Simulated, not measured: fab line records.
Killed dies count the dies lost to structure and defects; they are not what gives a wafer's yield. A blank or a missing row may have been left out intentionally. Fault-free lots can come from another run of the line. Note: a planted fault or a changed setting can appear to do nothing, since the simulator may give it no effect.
8D (eight disciplines) problem report, filled in by code    flow n5 finfet    the parts of the form that need people (team, actions taken, sign-off) are left out

## 1. WHAT IS WRONG
Mean of rf fwd power W at N5_BEOL_M2_ETCH_64: 1034.8 W across 2 wafers in 2 lots; on wafers with no fault it is 836.8 W (standard deviation 2.8). Measured from the usual mean, that is +71 standard deviations.
The step: etches SOC in N2/H2, target depth 75 nm, overetch 22.5 nm, time 121.9 s.
First observed at day 8 09:43: wafer L750.5, on rie diel-04. At this step, 12 wafers from 4 lots have a number in the record. Rule for "out", or "out of limits": more than 4 standard deviations from the usual mean. All remaining wafers that have a number are taken as sound.

## 2. WHAT THIS IS AND IS NOT
question                     is                        is not
which readings at this step  rf fwd power W, rf vpp V  drypump motor current A, n2 flow sccm, oes product au, showerhead plenum p Torr, throttle valve pct
which lots                   L750, L754                L751, L766
which wafers of those lots   L750.5, L754.2            L750.1, L750.4, L754.3, L754.4
read on which tools          rie diel-04               rie diel-03
when                         from day 8 09:43          up to then (2 sound wafers); but 8 sound wafers of L751, L754, L766 came after

## 3. THE SUSPECTS, EACH WITH WHAT RULES IT OUT
Counting: a tool at a process step up to the reading stays a suspect if it ran every lot that is out. Sound lots after the first of them don't rule it out here, since some wafers of a struck lot are sound.
- rie diel-04 at N5_BEOL_M2_ETCH_64 (etches SOC in N2/H2, target depth 75 nm, overetch 22.5 nm, time 121.9 s): kept. It ran every lot that is out, first L750 (day 8 09:43). Its own readings are out on those wafers: rf fwd power W, rf vpp V.
- rie diel-04, N5_BEOL_M2_ETCH_64: wafers that are out in chamber 0, sound lot-mates in chambers 1, 2, 3.
Left after counting: rie diel-04 at N5_BEOL_M2_ETCH_64.

## 4. THE CAUSE (what the simulator had put in)
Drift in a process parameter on rie diel-04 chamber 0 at N5_BEOL_M2_ETCH_64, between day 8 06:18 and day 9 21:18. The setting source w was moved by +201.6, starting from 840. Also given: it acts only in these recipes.
The count eliminated every tool but this one.

## 5. THE EFFECT CHAIN, in route order
Rows list readings where the struck wafers' mean (over those with a number) sits beyond 3 standard deviations from the usual. Only readings for which the record gives a usual standard deviation are gone through. hours: the time from each lot's start at the first step in this table that gives one to its start at this step, as a median over the lots. sigmas: the change in usual standard deviations.
hours  step                reading         usual    on struck wafers  change  sigmas
0      N5_BEOL_M2_ETCH_64  rf fwd power W  836.8 W  1034.8            +198.0  +71
0      N5_BEOL_M2_ETCH_64  rf vpp V        524.1 V  485.7             -38.4   -14
The process steps in it:
- N5_BEOL_M2_ETCH_64: etches SOC in N2/H2, target depth 75 nm, overetch 22.5 nm, time 121.9 s.
At these later measuring or inspecting steps, every struck wafer for which the step has a row has a number for every such reading, and none has moved that far: N5_BEOL_M4_RC_MEAS_101.

## 6. WHAT WOULD HAVE CAUGHT IT SOONER
In this record the first reading out of limits was taken at day 8 09:43, 3 hours after the fault began at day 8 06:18.
